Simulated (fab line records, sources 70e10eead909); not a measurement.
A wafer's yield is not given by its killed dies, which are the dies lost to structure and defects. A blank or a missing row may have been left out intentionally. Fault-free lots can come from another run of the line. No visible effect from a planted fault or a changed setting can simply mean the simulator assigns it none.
Which of the tools did it? -- flow nandHarc -- 13 lots, 39 wafers sampled, at 3 steps of a route of 1159

WHAT EACH GAUGE READ, for each wafer
The record lacks any reading of a measuring or inspecting step that a usual standard deviation could be used to judge.

WHICH TOOL RAN EACH LOT (tool, then ch and the chambers of the sampled wafers, then the start)
lot,NHARC_A_STAIRCASE_CMP_450,NHARC_A_SGD_CUT_ETCH_58,NHARC_A_SGD_CUT_ETCH_59
L189,"cmp-03 ch 0,1,3, day 13 09:30","rieDiel-01 ch 0,1,3, day 13 12:29","rieDiel-01 ch 1,2, day 13 12:34"
L191,"cmp-01 ch 0,2,3, day 14 01:34","rieDiel-04 ch 0,1,3, day 14 04:27","rieDiel-04 ch 0,1, day 14 04:32"
L192,"cmp-02 ch 0,2, day 14 02:08","rieDiel-04 ch 0,1, day 14 05:16","rieDiel-04 ch 1,2,3, day 14 05:22"
L195,"cmp-03 ch 1,2, day 14 06:19","rieDiel-04 ch 1,2, day 14 09:23","rieDiel-04 ch 0,1,3, day 14 09:32"
L194,"cmp-01 ch 1,2,3, day 14 06:48","rieDiel-01 ch 0,2, day 14 09:40","rieDiel-01 ch 1,3, day 14 09:47"
L193,"cmp-03 ch 1,2,3, day 14 18:26","rieDiel-12 ch 0,2,3, day 14 21:22","rieDiel-12 ch 0,1,3, day 14 21:28"
L196,"cmp-03 ch 0,2,3, day 15 09:52","rieDiel-12 ch 0,1,3, day 15 12:50","rieDiel-12 ch 0,2,3, day 15 12:55"
L198,"cmp-02 ch 0,2, day 16 03:50","rieDiel-01 ch 0,1,2, day 16 06:56","rieDiel-01 ch 1,2,3, day 16 07:02"
L197,"cmp-03 ch 1,2, day 16 04:08","rieDiel-12 ch 2,3, day 16 07:09","rieDiel-12 ch 1,2,3, day 16 07:17"
L199,"cmp-01 ch 1,2, day 16 08:33","rieDiel-12 ch 0,2,3, day 16 11:25","rieDiel-12 ch 0,1, day 16 11:29"
L201,"cmp-03 ch 0,2,3, day 16 17:07","rieDiel-04 ch 0,1,2, day 16 20:03","rieDiel-04 ch 0,2,3, day 16 20:10"
L200,"cmp-03 ch 2,3, day 16 17:25","rieDiel-01 ch 0,1,3, day 16 20:21","rieDiel-01 ch 1,3, day 16 20:29"
L204,"cmp-03 ch 1,2, day 17 15:13","rieDiel-04 ch 0,1, day 17 18:04","rieDiel-04 ch 0,2,3, day 17 18:10"
- NHARC_A_STAIRCASE_CMP_450: polishes SiO2, target thk 200 nm.
- NHARC_A_SGD_CUT_ETCH_58: etches the open film in CF4, target depth 39 nm, time 65 s.
- NHARC_A_SGD_CUT_ETCH_59: etches the open film in N2/H2, target depth 260 nm, time 406.25 s.

AS READ BY THE TOOLS THEMSELVES (means over the sampled wafers that have a number; for cases with no such wafer, the mark the record gives instead)
NHARC_A_STAIRCASE_CMP_450.
lot,tool,motorCurrentA (A)
L189,cmp-03,12.2
L191,cmp-01,12.2
L192,cmp-02,10.8
L195,cmp-03,11.3
L194,cmp-01,11.1
L193,cmp-03,12.1
L196,cmp-03,12.7
L198,cmp-02,10.5
L197,cmp-03,11.8
L199,cmp-01,11.8
L201,cmp-03,12.7
L200,cmp-03,12.7
L204,cmp-03,12.0

NHARC_A_SGD_CUT_ETCH_58.
lot,tool,drypumpMotorCurrentA (A),oesProductAu (a.u.),rfVppV (V),showerheadPlenumPTorr (Torr),throttleValvePct (%)
L189,rieDiel-01,5.7,0.995,151.2,1.78,13.283
L191,rieDiel-04,5.8,0.999,151.2,1.78,13.287
L192,rieDiel-04,6.1,0.994,152.3,1.78,13.289
L195,rieDiel-04,5.7,1.005,150.4,1.79,13.285
L194,rieDiel-01,5.9,0.997,151.3,1.83,13.279
L193,rieDiel-12,5.5,1.008,151.4,1.76,13.288
L196,rieDiel-12,5.4,1.006,152.3,1.81,13.288
L198,rieDiel-01,5.9,0.998,152.3,1.83,13.272
L197,rieDiel-12,5.3,1.007,151.2,1.74,13.275
L199,rieDiel-12,5.5,1.004,151.4,1.76,13.277
L201,rieDiel-04,5.9,1.012,151.3,1.79,13.288
L200,rieDiel-01,5.7,0.998,151.6,1.77,13.278
L204,rieDiel-04,5.7,1.003,150.9,1.79,13.291

NHARC_A_SGD_CUT_ETCH_59.
lot,tool,drypumpMotorCurrentA (A),h2FlowSccm (sccm),oesProductAu (a.u.),rfVppV (V),showerheadPlenumPTorr (Torr),throttleValvePct (%)
L189,rieDiel-01,6.2,149.5,0.996,435.0,2.19,14.177
L191,rieDiel-04,5.8,149.9,1.009,430.5,2.06,14.178
L192,rieDiel-04,5.6,149.9,1.007,430.5,2.06,14.170
L195,rieDiel-04,5.8,150.1,1.004,430.6,2.05,14.160
L194,rieDiel-01,6.0,150.5,0.998,432.1,2.10,14.171
L193,rieDiel-12,5.4,149.9,1.007,431.9,2.09,14.179
L196,rieDiel-12,5.5,150.0,1.003,430.2,2.03,14.172
L198,rieDiel-01,6.0,149.6,1.006,432.3,2.09,14.170
L197,rieDiel-12,5.5,149.9,1.000,429.8,2.04,14.180
L199,rieDiel-12,5.7,149.9,1.003,432.4,2.11,14.181
L201,rieDiel-04,5.9,150.0,1.012,430.4,2.05,14.176
L200,rieDiel-01,5.8,150.2,1.001,430.2,2.02,14.176
L204,rieDiel-04,5.9,149.8,0.949,431.0,2.05,14.177

THE ANSWER, worked out from the rows above alone
Rule: usual is defined by the lots themselves. Put in order of their means at a reading, lots are off if they are a third of the lots or fewer, leave a main group of 4 or more, and stand apart from it by a gap of 3 or more times the standard deviation of the main group's means; of several such gaps the widest counts. A main group is skipped when, at the precision printed for the reading in the tables above, its means are all equal. Also off: a lot with no number at a reading for which 4 or more lots have one. All remaining lots with rows at the step are treated as sound. First the gauges in route order, then the tools' own readings, where a lot's mean is used as printed above. The first step at which some lot is off is used, and at that step the reading that is off furthest; a lot without a number counts as furthest.
Off: L204, at NHARC_A_SGD_CUT_ETCH_59 (oesProductAu). Main group: mean 1.004 a.u., sd 0.0045.
If a tool, at that step or one of the process steps before it, ran each lot that is off and ran no sound lot following the first of them, it fits. Can't be told from this: 2 tools fit, cmp-03 at NHARC_A_STAIRCASE_CMP_450, rieDiel-04 at NHARC_A_SGD_CUT_ETCH_58 and NHARC_A_SGD_CUT_ETCH_59.

WHAT THE SIMULATOR PUT IN
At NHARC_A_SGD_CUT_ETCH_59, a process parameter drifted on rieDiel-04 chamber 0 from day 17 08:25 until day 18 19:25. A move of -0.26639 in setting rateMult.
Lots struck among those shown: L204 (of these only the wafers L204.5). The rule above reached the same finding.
